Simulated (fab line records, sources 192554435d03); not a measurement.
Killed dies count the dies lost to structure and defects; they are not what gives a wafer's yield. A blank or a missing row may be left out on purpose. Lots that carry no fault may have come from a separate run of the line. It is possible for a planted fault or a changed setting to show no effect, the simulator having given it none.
Lot-split experiment / flow n5 finfet / 7 lots, 21 wafers read, on a route of 1938 steps

THE SPLIT ITSELF
At N5_SD_EPI_P_ETCH_37 (etches SOC in N2/H2, overetch 108 nm, time 486 s), the setting source w was moved away from the recipe's 3000 W on 5 of the 21 wafers read, by +7.0% to +15.9%. For the rest of the wafers, this setting stayed at what the recipe calls for.

The reading is taken at the split's own step.

THE READING
rf vpp V, in V, at N5_SD_EPI_P_ETCH_37 (etches SOC in N2/H2, overetch 108 nm, time 486 s). Fault-free wafers of this fab line usually give 240.5 V, standard deviation 1.5 V.

wafer=L074.3; tool, chamber at the split=rie diel-05, 0; source w as run, W=3000; against the recipe=recipe; rf vpp V, V=239.2; against lot-mates on the recipe=-
wafer=L074.4; tool, chamber at the split=rie diel-05, 3; source w as run, W=3000; against the recipe=recipe; rf vpp V, V=244.0; against lot-mates on the recipe=-
wafer=L074.6; tool, chamber at the split=rie diel-05, 3; source w as run, W=3000; against the recipe=recipe; rf vpp V, V=241.9; against lot-mates on the recipe=-
wafer=L083.2; tool, chamber at the split=rie diel-02, 2; source w as run, W=3000; against the recipe=recipe; rf vpp V, V=242.5; against lot-mates on the recipe=-
wafer=L083.3; tool, chamber at the split=rie diel-02, 0; source w as run, W=3000; against the recipe=recipe; rf vpp V, V=242.7; against lot-mates on the recipe=-
wafer=L083.6; tool, chamber at the split=rie diel-02, 1; source w as run, W=3000; against the recipe=recipe; rf vpp V, V=241.4; against lot-mates on the recipe=-
wafer=L084.1; tool, chamber at the split=rie diel-06, 1; source w as run, W=3000; against the recipe=recipe; rf vpp V, V=240.4; against lot-mates on the recipe=-
wafer=L084.2; tool, chamber at the split=rie diel-06, 0; source w as run, W=3000; against the recipe=recipe; rf vpp V, V=240.6; against lot-mates on the recipe=-
wafer=L084.5; tool, chamber at the split=rie diel-06, 3; source w as run, W=3000; against the recipe=recipe; rf vpp V, V=239.9; against lot-mates on the recipe=-
wafer=L085.1; tool, chamber at the split=rie diel-05, 3; source w as run, W=3000; against the recipe=recipe; rf vpp V, V=242.9; against lot-mates on the recipe=-
wafer=L085.2; tool, chamber at the split=rie diel-05, 2; source w as run, W=3209; against the recipe=+7.0%; rf vpp V, V=233.1; against lot-mates on the recipe=-9.8
wafer=L085.6; tool, chamber at the split=rie diel-05, 0; source w as run, W=3209; against the recipe=+7.0%; rf vpp V, V=235.2; against lot-mates on the recipe=-7.7
wafer=L089.1; tool, chamber at the split=rie diel-02, 2; source w as run, W=3476; against the recipe=+15.9%; rf vpp V, V=228.7; against lot-mates on the recipe=-10.1
wafer=L089.2; tool, chamber at the split=rie diel-02, 1; source w as run, W=3000; against the recipe=recipe; rf vpp V, V=239.7; against lot-mates on the recipe=-
wafer=L089.4; tool, chamber at the split=rie diel-02, 3; source w as run, W=3000; against the recipe=recipe; rf vpp V, V=237.9; against lot-mates on the recipe=-
wafer=L092.2; tool, chamber at the split=rie diel-02, 0; source w as run, W=3000; against the recipe=recipe; rf vpp V, V=240.6; against lot-mates on the recipe=-
wafer=L092.4; tool, chamber at the split=rie diel-02, 2; source w as run, W=3255; against the recipe=+8.5%; rf vpp V, V=235.6; against lot-mates on the recipe=-4.9
wafer=L092.6; tool, chamber at the split=rie diel-02, 1; source w as run, W=3000; against the recipe=recipe; rf vpp V, V=240.4; against lot-mates on the recipe=-
wafer=L096.2; tool, chamber at the split=rie diel-05, 1; source w as run, W=3000; against the recipe=recipe; rf vpp V, V=240.1; against lot-mates on the recipe=-
wafer=L096.4; tool, chamber at the split=rie diel-05, 0; source w as run, W=3268; against the recipe=+8.9%; rf vpp V, V=233.2; against lot-mates on the recipe=-6.4
wafer=L096.5; tool, chamber at the split=rie diel-05, 2; source w as run, W=3000; against the recipe=recipe; rf vpp V, V=239.0; against lot-mates on the recipe=-

THE FIT
A straight line over all 21 wafers: rf vpp V changes by -0.79 V for each +1% of source w; r = -0.92; the points scatter about the line by 1.6 V.
The same after taking each lot's own level away (the mean of its wafers on the recipe; 21 wafers): -0.743 V for each +1%; r = -0.91; scatter 1.6 V.
Per that fit: largest source w move, reading shift of 12 V.
The span of the lots' own levels, 238.80 to 242.90 V, comes to 2.7 times the standard deviation stated above.
Hence the lot-to-lot level has little effect on the slope; both slopes agree.
Check: -14 V against its lot-mates is what the line predicts for one of the wafers moved furthest among these (+15.9%) when that wafer is left out of the fit. It came out at -10.1 V against them.
Tool readings at the split's step, against how far the setting was moved: rf vpp V r = -0.92.

OTHER SPLITS ON THESE WAFERS
Before the reading, these wafers also passed through other splits. Each is held against what the fit with the lots' levels taken away leaves over:
other split on the same wafers=N5_WELL_APT_COAT_02 spin rpm; wafers away from the commonest value=6; r with rf vpp V (lot level and that fit taken away)=-0.32
other split on the same wafers=N5_FIN_CUT_EXPOSE_05 dose mj; wafers away from the commonest value=6; r with rf vpp V (lot level and that fit taken away)=-0.41
other split on the same wafers=N5_FIN_CUT_CUT_ETCH_15 time s; wafers away from the commonest value=7; r with rf vpp V (lot level and that fit taken away)=-0.39
other split on the same wafers=N5_SD_EPI_N_DESCUM_14 time s; wafers away from the commonest value=5; r with rf vpp V (lot level and that fit taken away)=+0.01
other split on the same wafers=N5_SD_EPI_P_EXPOSE_06 dose mj; wafers away from the commonest value=7; r with rf vpp V (lot level and that fit taken away)=+0.40

THE FILE'S OWN FIT
rf vpp V changes by -0.706 V for each +1% of source w, r = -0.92.
